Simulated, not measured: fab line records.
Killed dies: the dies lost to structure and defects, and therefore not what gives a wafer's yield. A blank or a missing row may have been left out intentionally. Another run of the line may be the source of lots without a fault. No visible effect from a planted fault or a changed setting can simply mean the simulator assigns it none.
Lot-split experiment || flow n5_finfet || 7 lots, 21 wafers read, on a route of 1938 steps

ABOUT THE SPLIT
At N5_BEOL_M11_COAT_05 (resist thk 90 nm), the setting spin_rpm was moved away from the recipe's 1500 rpm on 8 of the 21 wafers read, by -8.6% to +10.7%. For the rest of the wafers, this setting stayed at what the recipe calls for.

FROM THE SPLIT TO THE READING: what the file shows between them, 3 steps
- N5_BEOL_M11_EBR_07
- N5_BEOL_M11_SOFTBAKE_06: time 60 s
- N5_BEOL_M11_DESCUM_16: chemistry O2, time 7.9 s

THE READING
CAR-ArF_of_BEOL_M11_COAT_05.thk_nm (the simulator's own value, which no gauge read), in nm, at N5_BEOL_M11_ETCH_61 (etches SiARC in CF4, target depth 39 nm, time 65 s). The file does not state a usual value for it. Here, 13 wafers ran the recipe; their average is 55.4 nm with a standard deviation of 0.32 nm.

{"wafer": "L086.3", "tool, chamber at the split": "litho_track-03, 0", "spin_rpm as run, rpm": 1500, "against the recipe": "recipe", "CAR-ArF_of_BEOL_M11_COAT_05.thk_nm, nm": 55.6, "against lot-mates on the recipe": "-"}
{"wafer": "L086.4", "tool, chamber at the split": "litho_track-03, 0", "spin_rpm as run, rpm": 1500, "against the recipe": "recipe", "CAR-ArF_of_BEOL_M11_COAT_05.thk_nm, nm": 55.8, "against lot-mates on the recipe": "-"}
{"wafer": "L086.6", "tool, chamber at the split": "litho_track-03, 0", "spin_rpm as run, rpm": 1500, "against the recipe": "recipe", "CAR-ArF_of_BEOL_M11_COAT_05.thk_nm, nm": 55.8, "against lot-mates on the recipe": "-"}
{"wafer": "L088.3", "tool, chamber at the split": "litho_track-01, 0", "spin_rpm as run, rpm": 1500, "against the recipe": "recipe", "CAR-ArF_of_BEOL_M11_COAT_05.thk_nm, nm": 55, "against lot-mates on the recipe": "-"}
{"wafer": "L088.4", "tool, chamber at the split": "litho_track-01, 0", "spin_rpm as run, rpm": 1407, "against the recipe": "-6.2%", "CAR-ArF_of_BEOL_M11_COAT_05.thk_nm, nm": 58.2, "against lot-mates on the recipe": "+3.1"}
{"wafer": "L088.5", "tool, chamber at the split": "litho_track-01, 0", "spin_rpm as run, rpm": 1500, "against the recipe": "recipe", "CAR-ArF_of_BEOL_M11_COAT_05.thk_nm, nm": 55.2, "against lot-mates on the recipe": "-"}
{"wafer": "L087.1", "tool, chamber at the split": "litho_track-05, 0", "spin_rpm as run, rpm": 1500, "against the recipe": "recipe", "CAR-ArF_of_BEOL_M11_COAT_05.thk_nm, nm": 55.2, "against lot-mates on the recipe": "-"}
{"wafer": "L087.3", "tool, chamber at the split": "litho_track-05, 0", "spin_rpm as run, rpm": 1371, "against the recipe": "-8.6%", "CAR-ArF_of_BEOL_M11_COAT_05.thk_nm, nm": 59.6, "against lot-mates on the recipe": "+4.4"}
{"wafer": "L087.6", "tool, chamber at the split": "litho_track-05, 0", "spin_rpm as run, rpm": 1371, "against the recipe": "-8.6%", "CAR-ArF_of_BEOL_M11_COAT_05.thk_nm, nm": 59.6, "against lot-mates on the recipe": "+4.4"}
{"wafer": "L090.1", "tool, chamber at the split": "litho_track-01, 0", "spin_rpm as run, rpm": 1500, "against the recipe": "recipe", "CAR-ArF_of_BEOL_M11_COAT_05.thk_nm, nm": 55, "against lot-mates on the recipe": "-"}
{"wafer": "L090.5", "tool, chamber at the split": "litho_track-01, 0", "spin_rpm as run, rpm": 1568, "against the recipe": "+4.5%", "CAR-ArF_of_BEOL_M11_COAT_05.thk_nm, nm": 53, "against lot-mates on the recipe": -2.2}
{"wafer": "L090.6", "tool, chamber at the split": "litho_track-01, 0", "spin_rpm as run, rpm": 1500, "against the recipe": "recipe", "CAR-ArF_of_BEOL_M11_COAT_05.thk_nm, nm": 55.4, "against lot-mates on the recipe": "-"}
{"wafer": "L093.2", "tool, chamber at the split": "litho_track-05, 0", "spin_rpm as run, rpm": 1500, "against the recipe": "recipe", "CAR-ArF_of_BEOL_M11_COAT_05.thk_nm, nm": 56, "against lot-mates on the recipe": "-"}
{"wafer": "L093.4", "tool, chamber at the split": "litho_track-05, 0", "spin_rpm as run, rpm": 1628, "against the recipe": "+8.5%", "CAR-ArF_of_BEOL_M11_COAT_05.thk_nm, nm": 51.6, "against lot-mates on the recipe": -4.4}
{"wafer": "L093.5", "tool, chamber at the split": "litho_track-05, 0", "spin_rpm as run, rpm": 1628, "against the recipe": "+8.5%", "CAR-ArF_of_BEOL_M11_COAT_05.thk_nm, nm": 51.8, "against lot-mates on the recipe": -4.2}
{"wafer": "L096.1", "tool, chamber at the split": "litho_track-03, 0", "spin_rpm as run, rpm": 1661, "against the recipe": "+10.7%", "CAR-ArF_of_BEOL_M11_COAT_05.thk_nm, nm": 50.8, "against lot-mates on the recipe": -4.2}
{"wafer": "L096.2", "tool, chamber at the split": "litho_track-03, 0", "spin_rpm as run, rpm": 1661, "against the recipe": "+10.7%", "CAR-ArF_of_BEOL_M11_COAT_05.thk_nm, nm": 50.6, "against lot-mates on the recipe": -4.4}
{"wafer": "L096.6", "tool, chamber at the split": "litho_track-03, 0", "spin_rpm as run, rpm": 1500, "against the recipe": "recipe", "CAR-ArF_of_BEOL_M11_COAT_05.thk_nm, nm": 55, "against lot-mates on the recipe": "-"}
{"wafer": "L097.4", "tool, chamber at the split": "litho_track-03, 0", "spin_rpm as run, rpm": 1500, "against the recipe": "recipe", "CAR-ArF_of_BEOL_M11_COAT_05.thk_nm, nm": 55.4, "against lot-mates on the recipe": "-"}
{"wafer": "L097.5", "tool, chamber at the split": "litho_track-03, 0", "spin_rpm as run, rpm": 1500, "against the recipe": "recipe", "CAR-ArF_of_BEOL_M11_COAT_05.thk_nm, nm": 55.6, "against lot-mates on the recipe": "-"}
{"wafer": "L097.6", "tool, chamber at the split": "litho_track-03, 0", "spin_rpm as run, rpm": 1500, "against the recipe": "recipe", "CAR-ArF_of_BEOL_M11_COAT_05.thk_nm, nm": 55.6, "against lot-mates on the recipe": "-"}

FIT RESULTS
A straight line over all 21 wafers: CAR-ArF_of_BEOL_M11_COAT_05.thk_nm changes by -0.456 nm for each +1% of spin_rpm; r = -0.99; the points scatter about the line by 0.3 nm.
The same after taking each lot's own level away (the mean of its wafers on the recipe; 21 wafers): -0.467 nm for each +1%; r = -0.99; scatter 0.29 nm.
On that fit, the largest move of spin_rpm shifts the reading by 5 nm.
Across the lots, their own levels run from 55.00 to 56.00 nm, a range of 3.1 times the standard deviation given above.
Consequently the slope shifts little with the lot-to-lot level, the two slopes agreeing.
Check: with one of the wafers moved furthest among these (+10.7%) left out of the fit, the line predicts -5.13 nm for it against its lot-mates. Against them it came out at -4.2 nm.

FURTHER SPLITS ON THESE WAFERS
Other splits were also applied to these wafers ahead of the reading. Each is held against what the fit with the lots' levels taken away leaves over:
{"other split on the same wafers": "N5_BEOL_M10_COAT_60 spin_rpm", "wafers away from the commonest value": 7, "r with CAR-ArF_of_BEOL_M11_COAT_05.thk_nm (lot level and that fit taken away)": "+0.09"}

THE WHOLE CHAIN: every reading that the file lists as answering this split, in the file's order
{"step": "N5_BEOL_M11_COAT_05", "what it does": "resist thk 90 nm", "reading": "CAR-ArF_of_BEOL_M11_COAT_05.thk_nm (the simulator's own value, which no gauge read)", "change (the file's fit)": "-0.457 nm for each +1% of the setting", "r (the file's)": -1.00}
{"step": "N5_BEOL_M11_ETCH_61", "what it does": "etches SiARC in CF4, target depth 39 nm, time 65 s", "reading": "CAR-ArF_of_BEOL_M11_COAT_05.thk_nm (the simulator's own value, which no gauge read)", "change (the file's fit)": "-0.467 nm for each +1% of the setting", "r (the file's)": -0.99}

FILE'S OWN FIT
CAR-ArF_of_BEOL_M11_COAT_05.thk_nm changes by -0.467 nm for each +1% of spin_rpm, r = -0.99.
